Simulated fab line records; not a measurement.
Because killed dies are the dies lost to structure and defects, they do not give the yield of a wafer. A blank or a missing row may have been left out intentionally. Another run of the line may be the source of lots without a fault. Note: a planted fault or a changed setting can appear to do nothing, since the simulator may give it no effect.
A lot that was struck, set against a sound lot || flow nand_harc || 13 out of 1159 route steps
Sound: the wafers L935.2, L935.5, L935.6. Struck: wafer L931.1; the same lot's L931.2 was not struck, so it is left out; see the end for the cause.
For every step that has rows: the tool of each side, followed by ch and its chambers, followed by its first start. Under that, the readings that differ: sound wafers || struck wafers || difference of the means || sigmas: that difference in standard deviations of wafers without a fault.
alike: readings whose means differ by less than 2 such deviations, and words and numbers that are the same on both sides. not compared: withheld readings, readings that some wafer has no value for, bounds like >300 that may hide the same value, and numbers for which the record gives no deviation and whose values overlap.
A row with sigmas, a row that says differs or no value, or rows on one side alone: a step with any of these is where the two part. Numbers that don't overlap but have no deviation are shown without sigmas and don't part them. Lack of a reading on every wafer of one side parts them only where that side has two or more wafers.

NHARC_A_SOURCE_PLATE_THK_MEAS_06: measures by ellipsometry.
  struck on film_metro-01, day 9 00:58; sound on film_metro-02, day 10 13:50
  alike: thk_nm
NHARC_A_SOURCE_PLATE_INSPECT_08:
  struck on defect_inspect-02, day 9 01:02; sound on defect_inspect-01, day 10 13:55
  alike: raw_defect_count
then, no rows for these wafers at 1 step: NHARC_A_ONON_D1_DEP_00 (target thk 1000 nm).
NHARC_A_ONON_D1_THK_MEAS_02: measures by ellipsometry.
  struck on film_metro-02, day 9 01:37; sound on film_metro-02, day 10 14:29
  alike: thk_nm
then, no rows for these wafers at 1 step: NHARC_A_ONON_D1_DEP_03 (target thk 1000 nm).
NHARC_A_ONON_D1_THK_MEAS_05: measures by ellipsometry.
  struck on film_metro-02, day 9 02:11; sound on film_metro-02, day 10 15:03
  alike: thk_nm
then, no rows for these wafers at 1 step: NHARC_A_ONON_D1_DEP_06 (target thk 1000 nm).
NHARC_A_ONON_D1_THK_MEAS_08: measures by ellipsometry.
  struck on film_metro-02, day 9 02:44; sound on film_metro-02, day 10 15:37
  alike: thk_nm
then, no rows for these wafers at 1 step: NHARC_A_ONON_D1_DEP_09 (target thk 1000 nm).
NHARC_A_ONON_D1_THK_MEAS_11: measures by ellipsometry.
  struck on film_metro-02, day 9 03:20; sound on film_metro-02, day 10 16:11
  alike: thk_nm
NHARC_A_ONON_D1_DEP_12: target thk 1000 nm.
  sound on pecvd_onon-02 ch 0, day 10 16:17; struck on pecvd_onon-03 ch 0, day 9 03:23
{"reading": "sih4_flow_sccm (sccm)", "sound": "209.6 209.7 209.6", "struck": 211.1, "difference": "+1.5", "sigmas": "+2"}
NHARC_A_ONON_D1_THK_MEAS_14: measures by ellipsometry.
  struck on film_metro-01, day 9 03:55; sound on film_metro-01, day 10 16:44
{"reading": "thk_nm (nm)", "sound": "987 989 988", "struck": 1091, "difference": "+103", "sigmas": "+11"}
then, 1 step without rows for these wafers: NHARC_A_ONON_D1_ANNEAL_15 (time 3600 s).

## WHERE THEY PART
At NHARC_A_ONON_D1_DEP_12 first; at NHARC_A_ONON_D1_THK_MEAS_14 last (within this record only).

WHY: what had been put in by the simulator
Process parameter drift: pecvd_onon-03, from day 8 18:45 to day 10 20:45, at NHARC_A_ONON_D1_DEP_12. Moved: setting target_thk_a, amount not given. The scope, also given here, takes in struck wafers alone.
